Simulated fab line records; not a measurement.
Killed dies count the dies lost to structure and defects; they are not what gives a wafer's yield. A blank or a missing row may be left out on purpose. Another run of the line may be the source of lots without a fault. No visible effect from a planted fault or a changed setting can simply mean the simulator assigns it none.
fab line records ; flow nand-harc ; part 2 of 2: steps 5 to 6 of 6
[record] lots = 20; wafers = 60; last-day = 34
route steps=1302 shown P_GATE@156 P_CONTACT@236 P_M1@299
lots that met no fault: from a run of the same line without faults
start-h: the number of hours between the record's first day and the start of the first shown wafer of the lot ; wait-h: how many hours have passed since the lot's step before this one ; " identical to the entry in the row above ; L1.1+2: several wafers, shown together as one row ; - no value present, or no start provided ; * or withheld: withheld ; < > ~ a bound
route shown NAME@n: NAME is a module with steps in the file, n the number in the route of the first one ; usual: average and standard deviation across the fault-free wafers ; same: alike in all rows ; chamber/n: place in a boat ; sites: per-site readings ; _std_site: the standard deviation of these ; _edge_site: the outer-site mean with the inner-site mean subtracted ; radius-mm: for every site, how far away it sits from the centre of the wafer ; mask NAME#n: copy n ; behind: the tool/chamber that last shaped the wafer ; hold: why the lot was held/for how many hours/how that ended ; device: the n, p or np transistor that did not switch ; end of line: the same wafers' tests at the end of the route ; a step with no rows: only its recipe ; killed: dies lost to structure and defects at the first sort, not the wafer's yield ; map: per-die view of a wafer (x killed, . not killed, _ where there is no die)
set.NAME: the setting the step ran with; set.NAME@STEP: the setting that earlier step ran with ; model.NAME: the simulator's own value behind a step, which no gauge read
route steps across a sampled set of lots; one table per step, one row per wafer
services: when a tool's chamber went out of use (start-h, in hours from the record's first day, below 0 if earlier), for how many hours, and the reason
[[steps]]
[step NHARC_P_M1_ETCH_35]
[recipe] target-depth-a = 400; overetch-a = 120; time-s = 43.94; ion-energy-ev = 200; n2-flow-sccm = 150; h2-flow-sccm = 150; ar-flow-sccm = 0; rf-w = 400; bias-w = 150; chemistry = N2/H2
[usual] drypump-motor-current-A = 6.0/0.43; h2-flow-sccm = 150.0/0.48; oes-product-au = 1.001/0.012; rf-vpp-V = 429.8/2.3; showerhead-plenum-p-Torr = 2.01/0.072; throttle-valve-pct = 14.171/0.0099
lot.wafer;tool;chamber;start-h;wait-h;drypump-motor-current-A;h2-flow-sccm;oes-product-au;rf-hours-counter-h;rf-vpp-V;showerhead-plenum-p-Torr;throttle-valve-pct
L074.1;rie-diel-12;2;133.87;0.1;5.7;150.2;1.002;3;431.2;2.05;14.170
L074.4;rie-diel-12;1;133.87;0.1;6.4;150.1;0.991;4;434.0;2.17;14.172
L074.6;rie-diel-12;3;133.87;0.1;6.0;151.2;0.992;-;429.9;2.02;14.180
L078.4;rie-diel-02;0;162.52;0.1;6.5;150.4;1.009;8;428.9;1.96;14.161
L078.6;rie-diel-02;0;162.52;0.1;6.5;150.4;0.995;-;428.2;1.96;14.180
L078.5;rie-diel-02;1;162.52;0.1;5.9;150.0;1.008;-;425.3;1.91;14.163
L077.2;rie-diel-02;0;163.01;0.1;6.5;150.7;0.989;8;427.8;1.96;14.174
L077.3;rie-diel-02;3;163.01;0.1;5.4;150.9;0.992;8;430.8;2.04;14.162
L077.5;rie-diel-02;0;163.01;0.1;6.5;150.5;0.996;-;429.0;1.96;14.165
L079.1;rie-diel-03;3;177.94;0.1;6.3;150.1;0.997;8;432.7;2.13;14.173
L079.4;rie-diel-03;0;177.94;0.1;5.6;149.1;1.027;20;434.9;2.21;14.183
L079.2;rie-diel-03;1;177.94;0.1;5.2;150.8;0.993;24;427.8;2.00;14.179
L081.1;rie-diel-12;3;197.51;0.1;6.0;149.9;0.999;7;429.6;2.02;14.178
L081.2;rie-diel-12;0;197.51;0.1;6.8;150.3;0.988;8;429.1;1.98;14.150
L081.3;rie-diel-12;1;197.51;0.1;6.4;149.6;0.993;9;433.7;2.16;14.165
L082.1;rie-diel-12;0;208.84;0.1;6.8;150.0;0.997;8;428.6;1.98;14.181
L082.3;rie-diel-12;1;208.84;0.1;6.4;149.9;0.994;10;434.9;2.16;14.179
L082.5;rie-diel-12;2;208.84;0.1;5.7;150.6;0.994;-;430.5;2.04;14.173
L083.2;rie-diel-12;1;226.70;0.1;6.4;150.2;0.981;11;434.2;2.16;14.184
L083.5;rie-diel-12;2;226.70;0.1;5.7;149.8;1.011;-;430.3;2.05;14.169
L083.6;rie-diel-12;3;226.70;0.1;6.0;149.3;1.000;-;429.7;2.02;14.178
L084.4;rie-diel-12;3;232.65;0.1;6.0;149.5;1.009;10;430.2;2.02;14.178
L084.3;rie-diel-12;2;232.65;0.1;5.7;150.0;1.000;11;433.7;2.04;14.179
L084.5;rie-diel-12;0;232.65;0.1;6.8;150.3;1.006;-;429.2;1.98;14.176
L085.3;rie-diel-02;1;238.14;0.1;6.0;150.7;1.024;1;426.4;1.91;14.149
L085.4;rie-diel-02;2;238.14;0.1;5.7;149.9;1.001;0;427.9;2.01;14.171
L085.5;rie-diel-02;1;238.14;0.1;5.9;150.2;1.018;-;426.2;1.91;14.185
L086.2;rie-diel-12;3;242.87;0.1;6.0;150.7;0.998;11;429.7;2.02;14.156
L086.5;rie-diel-12;2;242.87;0.1;5.7;148.7;0.996;-;430.3;2.04;14.155
L086.6;rie-diel-12;3;242.87;0.1;6.0;149.6;1.000;-;429.5;2.02;14.181
L087.2;rie-diel-02;1;252.22;0.1;5.9;150.2;1.015;1;427.1;1.91;14.187
L087.1;rie-diel-02;2;252.22;0.1;5.7;149.8;1.000;1;428.1;2.01;14.175
L087.4;rie-diel-02;0;252.22;0.1;6.5;151.0;0.996;1;428.5;1.96;14.168
L089.3;rie-diel-02;1;269.97;0.1;5.9;149.3;1.022;2;426.6;1.91;14.185
L089.2;rie-diel-02;3;269.97;0.1;5.4;149.8;0.993;3;429.7;2.04;14.170
L089.6;rie-diel-02;0;269.97;0.1;6.5;150.5;1.001;-;428.0;1.96;14.166
L090.2;rie-diel-02;2;290.22;0.1;5.7;150.1;1.019;4;429.9;2.01;14.184
L090.1;rie-diel-02;3;290.22;0.1;5.4;150.4;1.000;4;431.9;2.04;14.179
L090.3;rie-diel-02;1;290.22;0.1;5.9;150.2;1.015;3;426.3;1.91;14.172
L091.3;rie-diel-02;2;297.29;0.1;5.7;150.1;1.021;4;429.5;2.01;14.183
L091.1;rie-diel-02;3;297.29;0.1;5.4;150.4;0.987;4;430.6;2.04;14.178
L091.2;rie-diel-02;0;297.29;0.1;6.5;150.9;0.998;3;427.8;1.96;14.194
L092.1;rie-diel-12;2;304.17;0.1;5.7;150.0;0.996;3;430.9;2.04;14.161
L092.2;rie-diel-12;3;304.17;0.1;6.0;150.7;0.981;3;431.6;2.01;14.183
L092.5;rie-diel-12;2;304.17;0.1;5.7;149.7;0.991;-;431.9;2.04;14.160
L093.1;rie-diel-02;1;314.85;0.1;5.9;149.7;1.004;5;427.2;1.91;14.170
L093.2;rie-diel-02;0;314.85;0.1;6.5;150.4;0.995;5;427.6;1.96;14.177
L093.5;rie-diel-02;2;314.85;0.1;5.7;149.6;1.020;-;430.9;2.01;14.174
L094.1;rie-diel-02;0;332.79;0.1;6.5;149.2;1.002;5;428.2;1.96;14.166
L094.3;rie-diel-02;1;332.79;0.1;5.9;149.9;1.029;5;424.9;1.91;14.167
L094.5;rie-diel-02;2;332.79;0.1;5.7;149.2;1.008;-;430.1;2.01;14.165
L095.3;rie-diel-02;2;333.98;0.1;5.7;149.9;1.006;6;430.8;2.01;14.163
L095.2;rie-diel-02;0;333.98;0.1;6.5;149.8;0.994;5;429.4;1.96;14.167
L095.1;rie-diel-02;1;333.98;0.1;5.9;150.1;1.014;5;427.9;1.91;14.164
L096.1;rie-diel-12;0;344.28;0.1;6.8;149.7;0.997;6;428.8;1.98;14.165
L096.4;rie-diel-12;1;344.28;0.1;6.4;150.1;0.989;8;434.2;2.16;14.155
L096.3;rie-diel-12;2;344.28;0.1;5.7;151.0;1.002;8;429.5;2.04;14.175
L097.2;rie-diel-12;2;363.35;0.1;5.7;150.4;0.990;9;432.9;2.04;14.155
L097.6;rie-diel-12;2;363.35;0.1;5.7;149.9;0.990;-;431.4;2.04;14.178
L097.5;rie-diel-12;3;363.35;0.1;6.0;150.0;1.005;-;429.5;2.01;14.161
[step NHARC_P_M1_DEGAS_29]
[recipe] temp-c = 250; time-s = 60
[usual] heater-power-w = 336/38; susceptor-temp-C = 249.99/0.16
lot.wafer;tool;chamber;start-h;wait-h;heater-power-w;susceptor-temp-C
L074.4;pvd-sputter-01;-;134.80;-;327;250.34
L074.1;pvd-sputter-01;-;134.80;-;339;250.19
L074.6;pvd-sputter-01;-;134.80;-;322;249.93
L078.4;pvd-sputter-01;-;163.45;-;265;249.87
L078.6;pvd-sputter-01;-;163.45;-;257;250.12
L078.5;pvd-sputter-01;-;163.45;-;331;249.99
L077.3;pvd-sputter-02;-;163.94;-;339;250.06
L077.2;pvd-sputter-02;-;163.94;-;397;249.90
L077.5;pvd-sputter-02;-;163.94;-;350;249.91
L079.2;pvd-sputter-02;-;178.90;-;305;-
L079.1;pvd-sputter-02;-;178.90;-;306;-
L079.4;pvd-sputter-02;-;178.90;-;376;-
L081.3;pvd-sputter-02;-;198.45;-;308;-
L081.2;pvd-sputter-02;-;198.45;-;350;-
L081.1;pvd-sputter-02;-;198.45;-;377;-
L082.1;pvd-sputter-01;-;209.77;-;259;250.15
L082.3;pvd-sputter-01;-;209.77;-;325;249.94
L082.5;pvd-sputter-01;-;209.77;-;350;249.77
L083.2;pvd-sputter-02;-;227.62;-;348;-
L083.6;pvd-sputter-02;-;227.62;-;315;-
L083.5;pvd-sputter-02;-;227.62;-;343;-
L084.4;pvd-sputter-02;-;233.58;-;302;250.13
L084.3;pvd-sputter-02;-;233.58;-;344;250.08
L084.5;pvd-sputter-02;-;233.58;-;340;249.70
L085.4;pvd-sputter-02;-;239.08;-;306;-
L085.3;pvd-sputter-02;-;239.08;-;349;-
L085.5;pvd-sputter-02;-;239.08;-;298;-
L086.2;pvd-sputter-03;-;243.80;-;383;249.95
L086.6;pvd-sputter-03;-;243.80;-;374;250.08
L086.5;pvd-sputter-03;-;243.80;-;354;249.96
L087.4;pvd-sputter-02;-;253.15;-;390;249.64
L087.1;pvd-sputter-02;-;253.15;-;312;250.10
L087.2;pvd-sputter-02;-;253.15;-;346;250.17
L089.2;pvd-sputter-03;-;270.89;-;347;249.77
L089.3;pvd-sputter-03;-;270.89;-;407;250.32
L089.6;pvd-sputter-03;-;270.89;-;406;250.26
L090.1;pvd-sputter-03;-;291.18;-;382;249.94
L090.3;pvd-sputter-03;-;291.18;-;348;250.10
L090.2;pvd-sputter-03;-;291.18;-;341;250.07
L091.2;pvd-sputter-03;-;298.22;-;346;249.77
L091.3;pvd-sputter-03;-;298.22;-;381;249.95
L091.1;pvd-sputter-03;-;298.22;-;351;249.95
L092.1;pvd-sputter-03;-;305.12;-;337;249.87
L092.2;pvd-sputter-03;-;305.12;-;417;250.05
L092.5;pvd-sputter-03;-;305.12;-;357;249.97
L093.2;pvd-sputter-02;-;315.80;-;312;250.02
L093.1;pvd-sputter-02;-;315.80;-;313;249.88
L093.5;pvd-sputter-02;-;315.80;-;308;249.97
L094.3;pvd-sputter-01;-;333.72;-;336;250.07
L094.1;pvd-sputter-01;-;333.72;-;341;250.25
L094.5;pvd-sputter-01;-;333.72;-;336;249.95
L095.3;pvd-sputter-03;-;334.92;-;339;249.82
L095.1;pvd-sputter-03;-;334.92;-;343;250.18
L095.2;pvd-sputter-03;-;334.92;-;374;249.96
L096.4;pvd-sputter-01;-;345.20;-;359;249.99
L096.3;pvd-sputter-01;-;345.20;-;268;249.91
L096.1;pvd-sputter-01;-;345.20;-;338;250.03
L097.2;pvd-sputter-03;-;364.28;-;335;250.17
L097.6;pvd-sputter-03;-;364.28;-;337;249.85
L097.5;pvd-sputter-03;-;364.28;-;342;250.03
[[services]]
tool;chamber;start-h;hours;kind
rie-diel-02;1;95.45;10.2;repair
rie-diel-10;-;122.26;5.2;repair
rie-diel-05;0;124.24;5.2;repair
rie-diel-06;3;128.22;14.4;repair
rie-diel-06;-;130.20;9.0;pm
rie-diel-05;2;157.39;2.0;repair
rie-diel-08;0;179.01;24.6;repair
rie-diel-08;1;181.42;3.5;repair
rie-diel-08;-;184.41;1.0;repair
rie-diel-08;-;190.80;9.0;pm
rie-diel-06;1;218.83;15.4;repair
rie-diel-05;-;229.60;9.0;pm
rie-diel-10;0;230.78;2.4;repair
rie-diel-05;1;242.36;7.3;repair
rie-diel-10;-;242.50;9.0;pm
rie-diel-05;-;250.50;0.3;repair
rie-diel-06;2;260.02;7.1;repair
rie-diel-10;-;263.29;1.1;repair
rie-diel-10;0;266.94;6.7;repair
rie-diel-08;2;271.40;3.6;repair
rie-diel-06;2;280.75;4.4;repair
rie-diel-10;3;298.43;4.2;repair
rie-diel-06;-;307.20;9.0;pm
rie-diel-08;1;363.79;6.3;repair
